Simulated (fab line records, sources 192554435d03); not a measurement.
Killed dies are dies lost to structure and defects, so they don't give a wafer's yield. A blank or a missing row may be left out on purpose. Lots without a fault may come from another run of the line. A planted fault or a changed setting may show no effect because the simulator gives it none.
A struck lot beside a sound one | flow n5_finfet | 37 steps out of a route of 1938
Sound: wafers L810.2, L810.3, L810.4. Struck: wafers L826.1, L826.2, L826.6. The cause comes at the end.
At each step with rows: each side's tool, then ch and its chambers, then its first start. Under that, the readings that differ: sound wafers | struck wafers | difference of the means | sigmas: that difference in standard deviations of wafers without a fault.
alike: readings whose means differ by less than 2 such deviations, and words and numbers that are the same on both sides. not compared: withheld readings, readings that some wafer has no value for, bounds like >300 that may hide the same value, and numbers for which the record gives no deviation and whose values overlap.
The two part at a step that has a row with sigmas, a row that says differs or no value, or rows on one side only. Numbers that don't overlap but have no deviation are shown without sigmas and don't part them. A reading that every wafer of one side lacks parts them only if that side has two wafers or more.

first, 9 steps without rows for these wafers: N5_BEOL_M4_ANNEAL_95 (time 240 s); N5_BEOL_M4_SPUTTER_96 (material Cu, target thk 4.5 nm, time 8.29 s); N5_BEOL_M4_ECD_50 (material Cu, target thk 300 nm); N5_BEOL_M4_ANNEAL_51 (time 90 s); N5_BEOL_M4_CMP_52 (polishes, stops on SiOC, t overpolish 6.8 s, target thk 40 nm); N5_BEOL_M4_PRE_CLEAN_60 (time 15 s); N5_BEOL_M4_CO_CAP_55 (material Co, precursor CCTBA/H2, target thk 2 nm, time 102.1 s); N5_BEOL_M4_PRE_CLEAN_56 (time 15 s); N5_BEOL_M4_DEP_57 (deposits SiCN from 3MS/NH3, target thk 8 nm, time 14 s).
N5_BEOL_M4_RC_MEAS_101:
  sound on prober-02 ch 0, day 10 23:16; struck on prober-02 ch 0, day 14 11:35
  alike: DIBL_N, DIBL_P, IOFF_N, IOFF_P, ION_N, ION_P, SS_N, SS_P, VT_N, VT_P
then, 24 steps without rows for these wafers: N5_BEOL_M5_ILD_DEP_00 (deposits SiCOH lowk from DEMS/porogen, target thk 140.64 nm, time 25.9 s); N5_BEOL_M5_CURE_79 (cures SiCOH lowk, time 240 s); N5_BEOL_M5_PECVD_70 (deposits SiO2 from TEOS/O2, target thk 16 nm, time 18 s); N5_BEOL_M5_HM_DEP_02 (deposits TiN, target thk 20 nm); N5_BEOL_M5_COAT_59 (time 60 s, resist thk 60 nm); N5_BEOL_M5_COAT_60 (time 60 s, resist thk 12 nm); N5_BEOL_M5_COAT_71 (time 60 s, resist thk 5 nm); N5_BEOL_M5_COAT_05 (resist thk 30 nm); N5_BEOL_M5_EBR_07; N5_BEOL_M5_SOFTBAKE_06 (time 60 s); N5_BEOL_M5_EXPOSE_08 (exposes mask M5, target cd 28 nm); N5_BEOL_M5_PEB_09 (peb time 60 s); N5_BEOL_M5_DEVELOP_10 (develop time 30 s); N5_BEOL_M5_DESCUM_16 (chemistry O2, time 7 s); N5_BEOL_M5_ETCH_72 (etches underlayer in N2/H2, target depth 6.5 nm, time 5.2 s); N5_BEOL_M5_ETCH_61 (etches SiARC in CF4, target depth 15.6 nm, time 26 s); N5_BEOL_M5_ETCH_62 (etches SOC in N2/H2, target depth 75 nm, overetch 15 nm, time 112.5 s); N5_BEOL_M5_STRIP_63 (strips in N2/H2); N5_BEOL_M5_STRIP_73 (strips in N2/H2); N5_BEOL_M5_STRIP_64 (strips in CF4); N5_BEOL_M5_HM_OPEN_17 (chemistry Cl2/BCl3, target TiN, target depth 20 nm, overetch 6 nm); N5_BEOL_M5_STRIP_19 (strips in O2); N5_BEOL_M5_COAT_65 (time 60 s, resist thk 60 nm); N5_BEOL_M5_COAT_66 (time 60 s, resist thk 12 nm).
N5_BEOL_M8_ECD_50: material Cu, target thk 300 nm.
  sound on ecd_cu-01 ch 0,1, day 12 12:46; struck on ecd_cu-01 ch 0,1, day 16 08:35
N5_BEOL_M8_CMP_52: polishes, stops on SiCOH lowk, t overpolish 6.9 s, target thk 80 nm.
  sound on cmp-02 ch 1,2,3, day 12 13:44; struck on cmp-02 ch 0,1,2, day 16 09:09
  reading                | sound    | struck | difference | sigmas
  time_to_endpoint_s (s) | 63 59 63 | 2 1 1  | -60        | -14
  alike: motor_current_A
-- the record jumps here: 3 days lie between the struck wafers' starts before and after (it left off in module BEOL_M8 and takes up again in module PASSIVATION, whose first step shown is number 1936 of the route) --
N5_PASSIVATION_PROBE_49:
  the record has rows for the struck wafers here (prober-01, day 18 23:34) and none for the sound ones

WHERE THEY PART
First at N5_BEOL_M8_CMP_52; last, within this record, at N5_PASSIVATION_PROBE_49.

WHY: what the simulator had put in
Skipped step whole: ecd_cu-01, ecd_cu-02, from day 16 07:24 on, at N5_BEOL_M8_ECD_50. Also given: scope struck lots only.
